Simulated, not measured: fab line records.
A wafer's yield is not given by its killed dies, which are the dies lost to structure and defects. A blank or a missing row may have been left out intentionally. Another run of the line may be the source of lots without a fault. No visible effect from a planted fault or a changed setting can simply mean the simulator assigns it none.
fab line records	flow n5_finfet
record lots=7	wafers=21
route steps=1938 shown FIN_CUT@170 SD_EPI_N@263 SD_EPI_P@321 SD_ACTIVATION@331 SDB@369 GATE_CUT@477
start_h: start of the lot's first displayed wafer, in hours after the record's first day	wait_h: how many hours have passed since the lot's step before this one	" as in the row above	L1.1+2: several wafers, shown together as one row	- no value present, or no start provided	* or withheld: withheld	< > ~ a bound
route shown NAME@n: a module of which the file shows steps, and the number in the route of the first	usual: the fault-free wafers' mean and standard deviation	same: alike in all rows	chamber/n: place in a boat	sites: the reading at each site	_std_site: the standard deviation of these	_edge_site: the outer-site mean with the inner-site mean subtracted	radius_mm: how far each site lies from the wafer's centre	mask NAME#n: copy n	behind: tool/chamber where the wafer was last shaped	hold: what put the lot on hold/how long, in hours/how the hold closed	device: which transistor (n, p or np) failed to switch	end of line: tests run on the same wafers once the route is complete	step lacking rows: just its recipe	killed: dies lost to structure and defects at the first sort, not the wafer's yield	map: the dies of a wafer, with x for killed, . for not killed, _ for no die there
set.NAME: the run value of the setting; set.NAME@STEP: its run value at that earlier step	model.NAME: the simulator's own value behind a step, which no gauge read
lots run with intentionally changed settings; tables by step, rows by wafer
## steps
# step N5_FIN_CUT_STRIP_23
# recipe chemistry=N2/H2	temp_c=40	n2_flow_sccm=200	h2_flow_sccm=200	rf_frequency_hz=6e+07
lot.wafer	tool	chamber	start_h	wait_h	set.temp_c
L081.1+6	rie_diel-05	1	69.18	0.2	40
L081.3	"	0	"	"	36.96
L084.4+5	rie_diel-05	3,2	87.69	0.2	38.91
L084.6	"	1	"	"	40
L087.1+4	rie_diel-06	2,3	111.52	0.2	40
L087.5	"	0	"	"	41.23
L088.2+6	rie_diel-01	0,1	113.51	0.2	40
L088.5	"	2	"	"	36.75
L089.3+5+6	rie_diel-01	3,2,3	117.94	0.2	40
L095.1	rie_diel-06	2	153.63	0.2	40
L095.3+6	"	1,2	"	"	36.87
L097.1+5+6	rie_diel-05	1,1,0	165.69	0.2	40
# step N5_FIN_CUT_STRIP_31
# recipe chemistry=N2/H2	temp_c=40	n2_flow_sccm=200	h2_flow_sccm=200	rf_frequency_hz=6e+07
# step N5_FIN_CUT_STRIP_24
# recipe chemistry=CF4	resist=SiARC	power_w=300	bias_power_w=75	pressure_mtorr=50	cf4_flow_sccm=150	rf_frequency_hz=6e+07
# step N5_FIN_CUT_CUT_ETCH_26
# recipe chemistry=CH3F/O2	target=SiNx	target_depth_a=390	mask_material=SOC	time_s=55.7	pressure_mtorr=30	source_w=395	bias_w=73	Ar_flow_sccm=150	CH3F_flow_sccm=30	O2_flow_sccm=20	ion_energy_ev=120
lot.wafer	tool	chamber	start_h	wait_h	set.time_s@FIN_CUT_ETCH_21	model.FIN_CUT.cd_offset_nm
L081.1	rie_diel-05	1	69.22	0.0	523.5	0.4
L081.3	"	0	"	"	424.9	-1.6
L081.6	"	1	"	"	523.5	0.2
L084.4	rie_diel-05	3	87.73	0.0	523.5	1
L084.5	"	2	"	"	485	-0.8
L084.6	"	1	"	"	523.5	0.4
L087.1	rie_diel-06	2	111.56	0.0	523.5	-0.4
L087.4	"	3	"	"	523.5	0.2
L087.5	"	0	"	"	523.5	-1
L088.2	rie_diel-01	0	113.55	0.0	523.5	-0.2
L088.5	"	2	"	"	436.9	-1.4
L088.6	"	1	"	"	523.5	0.2
L089.3	rie_diel-01	3	117.98	0.0	523.5	0.6
L089.5	"	2	"	"	523.5	0
L089.6	"	3	"	"	523.5	0.4
L095.1+6	rie_diel-06	2	153.67	0.0	523.5	-0.2
L095.3	"	1	"	"	602.5	1.6
L097.1+5+6	rie_diel-05	1,1,0	165.73	0.0	523.5	0.2
# step N5_FIN_CUT_CUT_ETCH_27
# recipe chemistry=CHF3/O2	target=SiO2	target_depth_a=40	mask_material=SOC	overetch_a=20	time_s=4.9	pressure_mtorr=30	source_w=650	bias_w=170	Ar_flow_sccm=200	CHF3_flow_sccm=50	O2_flow_sccm=5	ion_energy_ev=200
# step N5_FIN_CUT_PRECLEAN_35
# recipe time_s=13.3	temp_c=45	pressure_torr=125	p_hf_torr=3	p_coreactant_torr=25	chemistry=vHF
# step N5_FIN_CUT_CUT_ETCH_15
# recipe chemistry=HBr/Cl2/O2	target=Si	target_depth_a=1000	bt_time_s=10	mask_material=SOC	time_s=42.4	ion_energy_ev=*	bias_w=*	pressure_mtorr=10	icp_w=800	HBr_flow_sccm=150	Cl2_flow_sccm=80	O2_flow_sccm=12
lot.wafer	tool	chamber	start_h	wait_h	set.time_s@FIN_CUT_ETCH_21	model.FIN_CUT.cd_offset_nm
L081.1	rie_si-01	2	69.42	0.1	523.5	0.8
L081.3	"	1	"	"	424.9	-1.4
L081.6	"	0	"	"	523.5	0.6
L084.4	rie_si-04	0	87.92	0.0	523.5	1.2
L084.5	"	2	"	"	485	-0.6
L084.6	"	3	"	"	523.5	0.6
L087.1	rie_si-01	1	111.75	0.1	523.5	-0.8
L087.4	"	0	"	"	523.5	-0.4
L087.5	"	3	"	"	523.5	-1.6
L088.2	rie_si-04	0	113.75	0.1	523.5	0.4
L088.5	"	3	"	"	436.9	-1
L088.6	"	2	"	"	523.5	0.6
L089.3+6	rie_si-04	1,2	118.17	0.0	523.5	0.6
L089.5	"	1	"	"	523.5	-0.2
L095.1+6	rie_si-04	1	153.99	0.1	523.5	-0.2
L095.3	"	0	"	"	602.5	1.8
L097.1+6	rie_si-05	1,3	165.92	0.1	523.5	0
L097.5	"	2	"	"	523.5	-0.2
# step N5_SD_EPI_N_COAT_33
# recipe resist=SiARC	temp_c=220	time_s=60	spin_rpm=1500	resist_thk_nm=35
lot.wafer	tool	chamber	start_h	wait_h	set.spin_rpm	model.SiARC_of_SD_EPI_N_COAT_33.thk_nm
L081.1	litho_track-03	0	-	-	1500	35
L081.3	"	0	"	"	1651	33.2
L081.6	"	0	"	"	1651	33.4
L084.4	litho_track-03	0	-	-	1393	36.2
L084.5	"	0	"	"	1500	35
L084.6	"	0	"	"	1500	34.8
L087.1	litho_track-03	0	-	-	1500	35
L087.4+5	"	0	"	"	1624	33.6
L088.2	litho_track-03	0	-	-	1598	33.8
L088.5	"	0	"	"	1500	35
L088.6	"	0	"	"	1598	34
L089.3+6	litho_track-01	0	-	-	1500	35
L089.5	"	0	"	"	1500	35.2
L095.1+3	litho_track-04	0	-	-	1500	35
L095.6	"	0	"	"	1500	34.8
L097.1+5	litho_track-01	0	-	-	1500	35
L097.6	"	0	"	"	1596	34
# step N5_SD_EPI_N_DESCUM_14
# recipe chemistry=O2	time_s=7.9	source_power_w=50	bias_power_w=20	pressure_mtorr=20	rf_frequency_hz=2.712e+07	temp_c=40	resist=CAR-ArF-block	o2_flow_sccm=225
lot.wafer	tool	chamber	start_h	wait_h	set.time_s
L081.1+3	rie_diel-04	2,0	92.57	0.5	9.029
L081.6	"	3	"	"	7.9
L084.4+5+6	rie_diel-04	0,1,0	109.00	0.0	7.9
L087.1+4+5	rie_diel-03	3,0,0	132.67	0.0	7.9
L088.2	rie_diel-04	3	139.34	0.7	7.9
L088.5+6	"	1,2	"	"	8.847
L089.3+5+6	rie_diel-04	0,1,2	142.55	0.0	7.9
L095.1+3+6	rie_diel-04	1,2,3	174.82	0.0	7.9
L097.1+5+6	rie_diel-03	1,2,3	186.35	0.0	7.9
# step N5_SD_EPI_N_ETCH_34
# recipe chemistry=CF4	target=SiARC	target_depth_a=455	mask_material=CAR-ArF-block	time_s=75.8	ion_energy_ev=80	pressure_mtorr=40	source_w=545	bias_w=36	Ar_flow_sccm=100	cf4_flow_sccm=100	ends=cleared
lot.wafer	tool	chamber	start_h	wait_h	set.spin_rpm@SD_EPI_N_COAT_33	model.etch.depth_nm	model.CAR-ArF-block_of_SD_EPI_N_COAT_03.thk_nm
L081.1	rie_diel-04	2	92.60	0.0	1500	34.96	109.2
L081.3	"	0	"	"	1651	33.24	111.6
L081.6	"	3	"	"	1651	33.34	112
L084.4	rie_diel-04	0	109.04	0.0	1393	36.3	110
L084.5	"	1	"	"	1500	34.94	110.6
L084.6	"	0	"	"	1500	34.82	110.8
L087.1	rie_diel-03	3	132.71	0.0	1500	35.05	111
L087.4	"	0	"	"	1624	33.57	112.4
L087.5	"	0	"	"	1624	33.57	112.6
L088.2	rie_diel-04	3	139.38	0.0	1598	33.86	111.8
L088.5	"	1	"	"	1500	34.91	110
L088.6	"	2	"	"	1598	34	111.2
L089.3	rie_diel-04	0	142.59	0.0	1500	35.04	110.8
L089.5	"	1	"	"	1500	35.1	110.8
L089.6	"	2	"	"	1500	35.08	111.2
L095.1	rie_diel-04	1	174.86	0.0	1500	34.97	110.6
L095.3	"	2	"	"	1500	34.92	110.6
L095.6	"	3	"	"	1500	34.88	111.2
L097.1	rie_diel-03	1	186.39	0.0	1500	35.08	111.6
L097.5	"	2	"	"	1500	35.02	111.2
L097.6	"	3	"	"	1596	33.97	112.6
# step N5_SD_EPI_N_ETCH_35
# recipe chemistry=N2/H2	target=SOC	overetch_a=1080	mask_material=SiARC	temp_c=40	ion_energy_ev=100	source_w=3000	bias_w=133	pressure_mtorr=20	time_s=486	n2_flow_sccm=200	h2_flow_sccm=200
lot.wafer	tool	chamber	start_h	wait_h	set.spin_rpm@SD_EPI_N_COAT_33	model.SiARC_of_SD_EPI_N_COAT_33.thk_nm
L081.1	rie_diel-04	2	92.66	0.0	1500	20
L081.3+6	"	0,3	"	"	1651	17.8
L084.4	rie_diel-04	0	109.09	0.0	1393	20.8
L084.5+6	"	1,0	"	"	1500	19.4
L087.1	rie_diel-03	3	132.77	0.0	1500	20.2
L087.4	"	0	"	"	1624	17.8
L087.5	"	0	"	"	1624	17.6
L088.2	rie_diel-04	3	139.43	0.0	1598	18.6
L088.5	"	1	"	"	1500	19.4
L088.6	"	2	"	"	1598	19.4
L089.3	rie_diel-04	0	142.64	0.0	1500	19.8
L089.5	"	1	"	"	1500	19.4
L089.6	"	2	"	"	1500	20.2
L095.1	rie_diel-04	1	174.91	0.0	1500	19.6
L095.3	"	2	"	"	1500	20.2
L095.6	"	3	"	"	1500	19.4
L097.1	rie_diel-03	1	186.44	0.0	1500	20.2
L097.5	"	2	"	"	1500	19.6
L097.6	"	3	"	"	1596	19
# step N5_SD_EPI_N_STRIP_36
# recipe chemistry=N2/H2	temp_c=40	n2_flow_sccm=200	h2_flow_sccm=200	rf_frequency_hz=6e+07
# step N5_SD_EPI_N_ETCHBACK_44
# recipe chemistry=CH3F/O2	mode=anisotropic_etchback	target=SiNx	target_depth_a=145	stop_on=SiO2	over_etch_frac=0.3	ion_energy_ev=120	pressure_mtorr=30	source_w=395	bias_w=73	Ar_flow_sccm=150	CH3F_flow_sccm=30	O2_flow_sccm=20
lot.wafer	tool	chamber	start_h	wait_h	set.spin_rpm@SD_EPI_N_COAT_33	model.SiARC_of_SD_EPI_N_COAT_33.thk_nm
L081.1	rie_diel-04	2	92.98	0.0	1500	16.4
L081.3+6	"	0,3	"	"	1651	14
L084.4	rie_diel-04	0	109.42	0.0	1393	17
L084.5+6	"	1,0	"	"	1500	15.6
L087.1	rie_diel-03	3	133.09	0.0	1500	16.6
L087.4	"	0	"	"	1624	13.8
L087.5	"	0	"	"	1624	13.6
L088.2	rie_diel-04	3	139.76	0.0	1598	14.6
L088.5	"	1	"	"	1500	15.6
L088.6	"	2	"	"	1598	15.6
L089.3	rie_diel-04	0	142.97	0.0	1500	16
L089.5	"	1	"	"	1500	15.6
L089.6	"	2	"	"	1500	16.6
L095.1	rie_diel-04	1	175.24	0.0	1500	15.8
L095.3	"	2	"	"	1500	16.4
L095.6	"	3	"	"	1500	15.6
L097.1	rie_diel-03	1	186.77	0.0	1500	16.4
L097.5	"	2	"	"	1500	15.8
L097.6	"	3	"	"	1596	15.4
# step N5_SD_EPI_P_EPI_21
# recipe material=SiGe:B	dopant=B	temp_c=550	pressure_torr=20	ambient=H2	time_s=355
lot.wafer	tool	chamber	start_h	wait_h	set.temp_c	model.SiGe-B_of_SD_EPI_P_EPI_21.thk_nm
L081.1	epi_rpcvd-02	0	99.95	0.1	546.2	55.8
L081.3	"	0	"	"	546.2	56.4
L081.6	"	0	101.75	1.8	546.2	56
L084.4	epi_rpcvd-01	0	119.59	1.5	550	60.8
L084.5+6	"	0	"	"	552.2	64.4
L087.1	epi_rpcvd-02	0	138.82	0.1	550	61.2
L087.4+5	"	0	139.90	1.1	553.8	66.8
L088.2	epi_rpcvd-04	0	146.11	0.5	550	60
L088.5	"	0	147.19	1.5	553.2	65
L088.6	"	0	"	"	553.2	64
L089.3	epi_rpcvd-02	0	150.55	0.8	550	60.6
L089.5	"	0	"	"	550	60
L089.6	"	0	"	"	550	60.2
L095.1	epi_rpcvd-04	0	180.87	0.2	546.5	55.8
L095.3	"	0	"	"	546.5	55.6
L095.6	"	0	183.27	2.4	546.5	55.4
L097.1	epi_rpcvd-01	0	192.29	0.1	548.5	59
L097.5	"	0	193.73	1.5	550	61
L097.6	"	0	"	"	548.5	60
# step N5_SD_EPI_P_EPI_MEAS_23
# recipe mode=xrd
# usual thk_nm=61.0/1.3
lot.wafer	tool	chamber	start_h	wait_h	set.temp_c@SD_EPI_P_EPI_21	thk_nm
L081.1	film_metro-01	-	102.16	1.9	546.2	56.0
L081.3	"	-	"	"	546.2	54.0
L081.6	"	-	"	"	546.2	56.6
L084.4	film_metro-02	-	121.10	1.0	550	60.9
L084.5	"	-	"	"	552.2	64.9
L084.6	"	-	"	"	552.2	62.7
L087.1	film_metro-01	-	141.01	1.8	550	60.8
L087.4	"	-	"	"	553.8	65.5
L087.5	"	-	"	"	553.8	66.9
L088.2	film_metro-02	-	147.95	1.5	550	58.4
L088.5	"	-	"	"	553.2	64.1
L088.6	"	-	"	"	553.2	64.8
L089.3	film_metro-01	-	152.05	1.1	550	60.2
L089.5	"	-	"	"	550	59.3
L089.6	"	-	"	"	550	58.6
L095.1	film_metro-01	-	183.81	2.5	546.5	54.6
L095.3	"	-	"	"	546.5	55.9
L095.6	"	-	"	"	546.5	55.2
L097.1	film_metro-01	-	194.49	1.8	548.5	59.5
L097.5	"	-	"	"	550	61.7
L097.6	"	-	"	"	548.5	60.7
# step N5_SD_EPI_P_HM_STRIP_48
# recipe chemistry=H3PO4	temp_c=160	material=SiNx	target=SiNx	target_depth_a=30	overetch_fraction=0.3
# step N5_SD_EPI_P_SRD_49
# recipe dry=ipa_marangoni	time_s=30	temp_c=23	rinse_liquid=diw
# step N5_SD_EPI_P_PRECLEAN_24
# recipe chemistry=O3/DIW	time_s=45	temp_c=22	o3_ppm=10
lot.wafer	tool	chamber	start_h	wait_h	set.temp_c@SD_EPI_P_EPI_21	model.SiGe-B_of_SD_EPI_P_EPI_21.thk_nm
L081.1	wet_bench-02	4	102.35	0.0	546.2	55.4
L081.3	"	1	"	"	546.2	56
L081.6	"	2	"	"	546.2	55.6
L084.4	wet_bench-05	5	121.20	0.0	550	60.4
L084.5	"	0	"	"	552.2	64
L084.6	"	4	"	"	552.2	63.8
L087.1	wet_bench-05	2	141.12	0.0	550	60.6
L087.4+5	"	4,3	"	"	553.8	66.4
L088.2	wet_bench-05	7	148.06	0.0	550	59.6
L088.5	"	5	"	"	553.2	64.4
L088.6	"	0	"	"	553.2	63.6
L089.3	wet_bench-02	4	152.16	0.0	550	60.2
L089.5	"	1	"	"	550	59.6
L089.6	"	7	"	"	550	59.8
L095.1	wet_bench-05	2	183.91	0.0	546.5	55.4
L095.3	"	3	"	"	546.5	55.2
L095.6	"	0	"	"	546.5	55
L097.1	wet_bench-05	3	194.59	0.0	548.5	58.6
L097.5	"	2	"	"	550	60.6
L097.6	"	6	"	"	548.5	59.6
# step N5_SD_ACTIVATION_LSA_01
# recipe temp_c=1080	time_s=0.0008	ambient=N2
# usual wafer_temp_C_max=1085.1/1.9
lot.wafer	tool	chamber	start_h	wait_h	set.temp_c	wafer_temp_C_max
L081.1	laser_anneal-02	0	102.66	0.2	1080	1085.3
L081.3	"	0	"	"	1058	1067.0
L081.6	"	0	"	"	1080	1087.7
L084.4	laser_anneal-01	0	121.65	0.2	1080	1082.2
L084.5	"	0	"	"	1052	1055.2
L084.6	"	0	"	"	1080	1082.3
L087.1	laser_anneal-02	0	141.42	0.2	1080	1085.7
L087.4	"	0	"	"	1061	1068.6
L087.5	"	0	"	"	1061	1068.1
L088.2	laser_anneal-01	0	148.38	0.2	1080	1082.1
L088.5	"	0	"	"	1080	1082.7
L088.6	"	0	"	"	1056	1059.9
L089.3	laser_anneal-02	0	152.52	0.2	1080	1087.7
L089.5	"	0	"	"	1080	1085.2
L089.6	"	0	"	"	1080	1087.7
L095.1	laser_anneal-02	0	184.32	0.2	1048	1054.4
L095.3	"	0	"	"	1080	1085.1
L095.6	"	0	"	"	1048	1053.5
L097.1	laser_anneal-02	0	195.01	0.2	1101	1105.0
L097.5	"	0	"	"	1101	1106.3
L097.6	"	0	"	"	1080	1086.2
# step N5_SDB_CUT_ETCH_26
# recipe chemistry=HBr/Cl2/O2	target=Si	target_depth_a=1296	bt_time_s=20	mask_material=SiNx	time_s=51.8	ion_energy_ev=*	bias_w=*	pressure_mtorr=10	icp_w=800	HBr_flow_sccm=150	Cl2_flow_sccm=80	O2_flow_sccm=12
lot.wafer	tool	chamber	start_h	wait_h	set.icp_w	model.etch.depth_nm	model.SDB.feature_depth_nm
L081.1	rie_si-03	0	111.71	0.1	713.1	123.7	123.6
L081.3	"	1	"	"	800	128.5	128.4
L081.6	"	1	"	"	800	129.3	129.2
L084.4	rie_si-03	3	129.68	0.1	919.5	141.5	141.6
L084.5	"	0	"	"	919.5	137.8	137.8
L084.6	"	3	"	"	800	131.5	131.4
L087.1	rie_si-03	1	150.56	0.1	873.6	132.9	133
L087.4	"	0	"	"	873.6	135.3	135.4
L087.5	"	2	"	"	873.6	136.3	136.4
L088.2	rie_si-03	0	158.77	0.1	750	126.8	126.8
L088.5	"	2	"	"	800	130.2	130.2
L088.6	"	1	"	"	750	124.7	124.8
L089.3	rie_si-03	0	161.02	0.1	800	130.2	130.2
L089.5	"	1	"	"	800	127.5	127.6
L089.6	"	2	"	"	800	129	129
L095.1	rie_si-02	0	194.08	0.1	875.5	134.1	134.2
L095.3	"	2	"	"	875.5	135	135
L095.6	"	2	"	"	800	129.3	129.2
L097.1	rie_si-06	1	203.13	0.1	839.6	132.2	132.2
L097.5	"	0	"	"	800	128	128
L097.6	"	3	"	"	839.6	131.1	131
# step N5_SDB_ALD_29
# recipe material=SiNx	target_thk_a=300	temp_c=400	ald_precursor_family=SiH2I2	ald_co_reactant=N2/H2-plasma	pulse_time_s=1	ald_cycles=600	purge_time_s=2	co_reactant_purge_time_s=2	pressure_torr=2
lot.wafer	tool	chamber	start_h	wait_h	set.ald_cycles	model.SiNx_of_SDB_ALD_29.thk_nm
L081.1+3	ald_sin-01	2,3	111.89	0.0	556	27.8
L081.6	"	0	113.24	1.4	600	30
L084.4	ald_sin-03	0	129.87	0.0	647	32.2
L084.5	"	2	131.22	1.4	647	32.4
L084.6	"	1	"	"	600	30
L087.1+5	ald_sin-04	3,2	150.74	0.0	600	30
L087.4	"	0	"	"	648	32.2
L088.2+5	ald_sin-04	2,3	158.95	0.0	600	30.2
L088.6	"	0	160.30	1.4	600	30
L089.3+5+6	ald_sin-03	0,0,1	161.20	0.0	600	30
L095.1	ald_sin-03	3	194.27	0.0	545	27.6
L095.3	"	2	"	"	600	30.4
L095.6	"	3	195.62	1.4	600	30.2
L097.1+6	ald_sin-03	1,0	203.31	0.0	600	30
L097.5	"	3	204.67	1.4	600	30.2
# step N5_GATE_CUT_HM_DEP_46
# recipe material=SiO2	target_thk_a=1300	temp_c=400	precursor=TEOS/O2	pressure_torr=6.5	rf_w=900	teos_flow_sccm=161.4	gas=O2	flow_sccm=2650	time_s=26.6
lot.wafer	tool	chamber	start_h	wait_h	set.time_s	model.SiO2_of_GATE_CUT_HM_DEP_46.thk_nm
L081.1	pecvd-02	2	128.39	0.0	26.6	127.4
L081.3	"	0	"	"	26.6	128.8
L081.6	"	0	"	"	26.6	131.2
L084.4	pecvd-03	0	146.77	0.1	26.6	129.8
L084.5	"	1	"	"	29.95	149.4
L084.6	"	2	"	"	26.6	131.8
L087.1	pecvd-01	1	167.25	0.0	26.6	128.4
L087.4	"	2	"	"	26.6	131.8
L087.5	"	0	"	"	28.2	138.2
L088.2	pecvd-01	1	175.23	0.0	27.67	132
L088.5	"	2	"	"	27.67	136.4
L088.6	"	1	"	"	26.6	127.8
L089.3	pecvd-02	1	177.55	0.0	26.6	130.2
L089.5	"	1	"	"	26.6	131.8
L089.6	"	2	"	"	26.6	130
L095.1	pecvd-03	0	210.49	0.0	26.6	130.2
L095.3	"	1	"	"	25.18	123.6
L095.6	"	2	"	"	26.6	128.6
L097.1	pecvd-03	0	219.31	0.0	22.98	113
L097.5	"	0	"	"	26.6	131.8
L097.6	"	1	"	"	26.6	132.8
## key
split step=N5_FIN_CUT_STRIP_23	setting=temp_c	stated=40	by=wafer
response none clear
split step=N5_SD_EPI_N_COAT_33	setting=spin_rpm	stated=1500	by=wafer
response step=N5_SD_EPI_N_COAT_33	reading=model.SiARC_of_SD_EPI_N_COAT_33.thk_nm	change=-0.169	per=1%	r=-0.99
response step=N5_SD_EPI_N_ETCH_34	reading=model.etch.depth_nm	change=-0.172	per=1%	r=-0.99
response step=N5_SD_EPI_N_ETCH_34	reading=model.CAR-ArF-block_of_SD_EPI_N_COAT_03.thk_nm	change=+0.201	per=1%	r=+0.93
response step=N5_SD_EPI_N_ETCH_35	reading=model.SiARC_of_SD_EPI_N_COAT_33.thk_nm	change=-0.201	per=1%	r=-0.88
response step=N5_SD_EPI_N_ETCHBACK_44	reading=model.SiARC_of_SD_EPI_N_COAT_33.thk_nm	change=-0.217	per=1%	r=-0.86
split step=N5_SD_EPI_N_DESCUM_14	setting=time_s	stated=7.9	by=wafer
response none clear
split step=N5_SD_EPI_P_EPI_21	setting=temp_c	stated=550	by=wafer
response step=N5_SD_EPI_P_EPI_21	reading=model.SiGe-B_of_SD_EPI_P_EPI_21.thk_nm	change=+7.94	per=1%	r=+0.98
response step=N5_SD_EPI_P_EPI_MEAS_23	reading=thk_nm	change=*	per=1%	r=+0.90
response step=N5_SD_EPI_P_PRECLEAN_24	reading=model.SiGe-B_of_SD_EPI_P_EPI_21.thk_nm	change=+7.98	per=1%	r=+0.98
split step=N5_SD_ACTIVATION_LSA_01	setting=temp_c	stated=1080	by=wafer
response step=N5_SD_ACTIVATION_LSA_01	reading=wafer_temp_C_max	change=*	per=1%	r=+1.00
split step=N5_SDB_CUT_ETCH_26	setting=icp_w	stated=800	by=wafer
response step=N5_SDB_CUT_ETCH_26	reading=model.etch.depth_nm	change=+0.555	per=1%	r=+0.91
response step=N5_SDB_CUT_ETCH_26	reading=model.SDB.feature_depth_nm	change=+0.56	per=1%	r=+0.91
split step=N5_SDB_ALD_29	setting=ald_cycles	stated=600	by=wafer
response step=N5_SDB_ALD_29	reading=model.SiNx_of_SDB_ALD_29.thk_nm	change=+0.291	per=1%	r=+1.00
split step=N5_GATE_CUT_HM_DEP_46	setting=time_s	stated=26.6	by=wafer
response step=N5_GATE_CUT_HM_DEP_46	reading=model.SiO2_of_GATE_CUT_HM_DEP_46.thk_nm	change=+1.42	per=1%	r=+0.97
split outside_this_file step=N5_FIN_CUT_ETCH_21 setting=time_s
# split outside_this_file: this setting was split too, and the file shows its column; the key of that split is in another file
